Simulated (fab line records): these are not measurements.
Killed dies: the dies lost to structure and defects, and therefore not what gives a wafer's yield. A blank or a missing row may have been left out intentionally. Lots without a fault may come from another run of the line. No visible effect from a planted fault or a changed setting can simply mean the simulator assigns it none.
Split-lot trial :: flow n5Finfet :: 21 wafers read across 7 lots, on a route 1938 steps long

## SPLIT DETAILS
At N5_BEOL_M0_SAQP_DESCUM_45 (chemistry O2, time 7 s), the setting timeS was moved away from the recipe's 7 s on 8 of the 21 wafers read, by -10.7% to +15.2%. This setting was run at the recipe's value on the other wafers.

Reading taken at the split's own step.

## THE READING
CAR-EUV_of_BEOL_M0_SAQP_COAT_34.thkNm (the simulator's own value, which no gauge read), in nm, at N5_BEOL_M0_SAQP_DESCUM_45 (chemistry O2, time 7 s). There is no usual value for it anywhere in the file. Across the 13 wafers here that went through the recipe, the average is 26.1 nm and the standard deviation 0.092 nm.

wafer: L081.1
tool, chamber at the split: rieDiel-02, 0,3
timeS as run, s: 6.252
against the recipe: -10.7%
CAR-EUV_of_BEOL_M0_SAQP_COAT_34.thkNm, nm: 26.6
against lot-mates on the recipe: +0.6

wafer: L081.2
tool, chamber at the split: rieDiel-02, 0,3
timeS as run, s: 6.252
against the recipe: -10.7%
CAR-EUV_of_BEOL_M0_SAQP_COAT_34.thkNm, nm: 26.6
against lot-mates on the recipe: +0.6

wafer: L081.3
tool, chamber at the split: rieDiel-02, 1
timeS as run, s: 7
against the recipe: recipe
CAR-EUV_of_BEOL_M0_SAQP_COAT_34.thkNm, nm: 26
against lot-mates on the recipe: -

wafer: L082.2
tool, chamber at the split: rieDiel-02, 1,0
timeS as run, s: 7
against the recipe: recipe
CAR-EUV_of_BEOL_M0_SAQP_COAT_34.thkNm, nm: 26
against lot-mates on the recipe: -

wafer: L082.6
tool, chamber at the split: rieDiel-02, 1,0
timeS as run, s: 7
against the recipe: recipe
CAR-EUV_of_BEOL_M0_SAQP_COAT_34.thkNm, nm: 26
against lot-mates on the recipe: -

wafer: L082.4
tool, chamber at the split: rieDiel-02, 3
timeS as run, s: 7
against the recipe: recipe
CAR-EUV_of_BEOL_M0_SAQP_COAT_34.thkNm, nm: 26.2
against lot-mates on the recipe: -

wafer: L083.3
tool, chamber at the split: rieDiel-02, 0
timeS as run, s: 7
against the recipe: recipe
CAR-EUV_of_BEOL_M0_SAQP_COAT_34.thkNm, nm: 26
against lot-mates on the recipe: -

wafer: L083.6
tool, chamber at the split: rieDiel-02, 0
timeS as run, s: 7
against the recipe: recipe
CAR-EUV_of_BEOL_M0_SAQP_COAT_34.thkNm, nm: 26
against lot-mates on the recipe: -

wafer: L083.4
tool, chamber at the split: rieDiel-02, 3
timeS as run, s: 7
against the recipe: recipe
CAR-EUV_of_BEOL_M0_SAQP_COAT_34.thkNm, nm: 26.2
against lot-mates on the recipe: -

wafer: L086.1
tool, chamber at the split: rieDiel-02, 0
timeS as run, s: 7
against the recipe: recipe
CAR-EUV_of_BEOL_M0_SAQP_COAT_34.thkNm, nm: 26
against lot-mates on the recipe: -

wafer: L086.2
tool, chamber at the split: rieDiel-02, 1
timeS as run, s: 7.898
against the recipe: +12.8%
CAR-EUV_of_BEOL_M0_SAQP_COAT_34.thkNm, nm: 25.6
against lot-mates on the recipe: -0.5

wafer: L086.3
tool, chamber at the split: rieDiel-02, 2
timeS as run, s: 7
against the recipe: recipe
CAR-EUV_of_BEOL_M0_SAQP_COAT_34.thkNm, nm: 26.2
against lot-mates on the recipe: -

wafer: L087.1
tool, chamber at the split: rieDiel-06, 3
timeS as run, s: 7.588
against the recipe: +8.4%
CAR-EUV_of_BEOL_M0_SAQP_COAT_34.thkNm, nm: 25.6
against lot-mates on the recipe: -0.4

wafer: L087.2
tool, chamber at the split: rieDiel-06, 2,0
timeS as run, s: 7
against the recipe: recipe
CAR-EUV_of_BEOL_M0_SAQP_COAT_34.thkNm, nm: 26
against lot-mates on the recipe: -

wafer: L087.3
tool, chamber at the split: rieDiel-06, 2,0
timeS as run, s: 7
against the recipe: recipe
CAR-EUV_of_BEOL_M0_SAQP_COAT_34.thkNm, nm: 26
against lot-mates on the recipe: -

wafer: L088.1
tool, chamber at the split: rieDiel-06, 0,0,2
timeS as run, s: 6.408
against the recipe: -8.5%
CAR-EUV_of_BEOL_M0_SAQP_COAT_34.thkNm, nm: 26.2
against lot-mates on the recipe: no lot-mate on the recipe

wafer: L088.4
tool, chamber at the split: rieDiel-06, 0,0,2
timeS as run, s: 6.408
against the recipe: -8.5%
CAR-EUV_of_BEOL_M0_SAQP_COAT_34.thkNm, nm: 26.2
against lot-mates on the recipe: no lot-mate on the recipe

wafer: L088.6
tool, chamber at the split: rieDiel-06, 0,0,2
timeS as run, s: 6.408
against the recipe: -8.5%
CAR-EUV_of_BEOL_M0_SAQP_COAT_34.thkNm, nm: 26.2
against lot-mates on the recipe: no lot-mate on the recipe

wafer: L090.2
tool, chamber at the split: rieDiel-06, 0
timeS as run, s: 7
against the recipe: recipe
CAR-EUV_of_BEOL_M0_SAQP_COAT_34.thkNm, nm: 26.2
against lot-mates on the recipe: -

wafer: L090.4
tool, chamber at the split: rieDiel-06, 0
timeS as run, s: 7
against the recipe: recipe
CAR-EUV_of_BEOL_M0_SAQP_COAT_34.thkNm, nm: 26
against lot-mates on the recipe: -

wafer: L090.6
tool, chamber at the split: rieDiel-06, 2
timeS as run, s: 8.063
against the recipe: +15.2%
CAR-EUV_of_BEOL_M0_SAQP_COAT_34.thkNm, nm: 25.6
against lot-mates on the recipe: -0.5
Rows listing several chambers each stand for several wafers; the file does not say which wafer went through which chamber.

THE FIT
A straight line over all 21 wafers: CAR-EUV_of_BEOL_M0_SAQP_COAT_34.thkNm changes by -0.0352 nm for each +1% of timeS; r = -0.90; the points scatter about the line by 0.12 nm.
The same after taking each lot's own level away (the mean of its wafers on the recipe; 18 wafers): -0.0441 nm for each +1%; r = -0.95; scatter 0.096 nm.
On that fit, the largest move of timeS shifts the reading by 0.67 nm.
Across the lots, their own levels run from 26.00 to 26.10 nm, a range of 1.1 times the standard deviation given above.
Thus the slope moves with the lot-to-lot level: the two fits are different.
Check: for one of the wafers moved furthest among these (+15.2%), held out of the fit, the line's prediction against its lot-mates is -0.723 nm. Against them it came out at -0.5 nm.

## ADDITIONAL SPLITS CARRIED BY THESE WAFERS
These wafers also went through other splits before the reading. Each is held against what the fit with the lots' levels taken away leaves over:
other split on the same wafers: N5_MOL_CONTACT_COAG_COAT_77 spinRpm
wafers away from the commonest value: 5
r with CAR-EUV_of_BEOL_M0_SAQP_COAT_34.thkNm (lot level and that fit taken away): -0.20

other split on the same wafers: N5_BEOL_M0_SAQP_PECVD_96 timeS
wafers away from the commonest value: 6
r with CAR-EUV_of_BEOL_M0_SAQP_COAT_34.thkNm (lot level and that fit taken away): +0.03

other split on the same wafers: N5_BEOL_M0_SAQP_DEVELOP_13 developTimeS
wafers away from the commonest value: 8
r with CAR-EUV_of_BEOL_M0_SAQP_COAT_34.thkNm (lot level and that fit taken away): -0.35

## THE FILE'S OWN FIT
CAR-EUV_of_BEOL_M0_SAQP_COAT_34.thkNm changes by -0.041 nm for each +1% of timeS, r = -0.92.
